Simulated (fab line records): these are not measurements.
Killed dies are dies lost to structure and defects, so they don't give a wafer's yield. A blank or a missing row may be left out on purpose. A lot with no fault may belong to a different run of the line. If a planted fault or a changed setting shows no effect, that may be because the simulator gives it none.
Which tool is to blame? | flow nand-harc | 6 lots with 17 wafers sampled at 3 steps, on a route of 1302 steps

WHAT EACH GAUGE READ, for each wafer
NHARC_A_STAIRCASE_INSPECT_155.
lot  | measured     | on                | raw-defect-count
L977 | day 19 21:44 | defect-inspect-02 | 312 299 491
L975 | day 20 02:44 | defect-inspect-01 | 362 471 488
L984 | day 22 22:34 | defect-inspect-01 | 281 422
L989 | day 25 00:16 | defect-inspect-02 | 525 399 496
L994 | day 26 14:59 | defect-inspect-02 | 482 443 337
L996 | day 27 18:25 | defect-inspect-02 | 328 328 335

EACH LOT AND THE TOOL THAT RAN IT (in order: tool; ch and the chambers of the sampled wafers; start)
lot  | NHARC_A_STAIRCASE_CMP_450     | NHARC_A_STAIRCASE_ETCHBACK_422
L977 | cmp-01 ch 0,1,3, day 19 19:49 | rie-diel-08 ch 1,2,3, day 19 20:21
L975 | cmp-02 ch 0,1,2, day 19 23:34 | rie-diel-07 ch 0,1,3, day 20 00:07
L984 | cmp-01 ch 2,3, day 22 20:44   | rie-diel-07 ch 0,3, day 22 21:16
L989 | cmp-01 ch 1,2, day 24 22:28   | rie-diel-08 ch 0,1, day 24 23:01
L994 | cmp-01 ch 1,2,3, day 26 13:14 | rie-diel-07 ch 0,1,2, day 26 13:46
L996 | cmp-01 ch 0,1,2, day 27 16:38 | rie-diel-07 ch 0,1,3, day 27 17:10
- NHARC_A_STAIRCASE_CMP_450: polishes SiO2, target thk 200 nm.
- NHARC_A_STAIRCASE_ETCHBACK_422: etches the open film in CH3F/O2, target depth 40 nm, time 74.286 s.

THE ANSWER, worked out from the rows above alone
Rule: the usual values come from the lots themselves. Put in order of their means at a reading, lots are off if they are a third of the lots or fewer, leave a main group of 4 or more, and stand apart from it by a gap of 3 or more times the standard deviation of the main group's means; of several such gaps the widest counts. A main group is skipped when, at the precision printed for the reading in the tables above, its means are all equal. A lot without any number at a reading at which 4 lots or more have one is off too. The other lots that the step has rows for count as sound.
Nothing can be told from this: no lot is off at any reading shown.

WHAT THE SIMULATOR HAD INSERTED
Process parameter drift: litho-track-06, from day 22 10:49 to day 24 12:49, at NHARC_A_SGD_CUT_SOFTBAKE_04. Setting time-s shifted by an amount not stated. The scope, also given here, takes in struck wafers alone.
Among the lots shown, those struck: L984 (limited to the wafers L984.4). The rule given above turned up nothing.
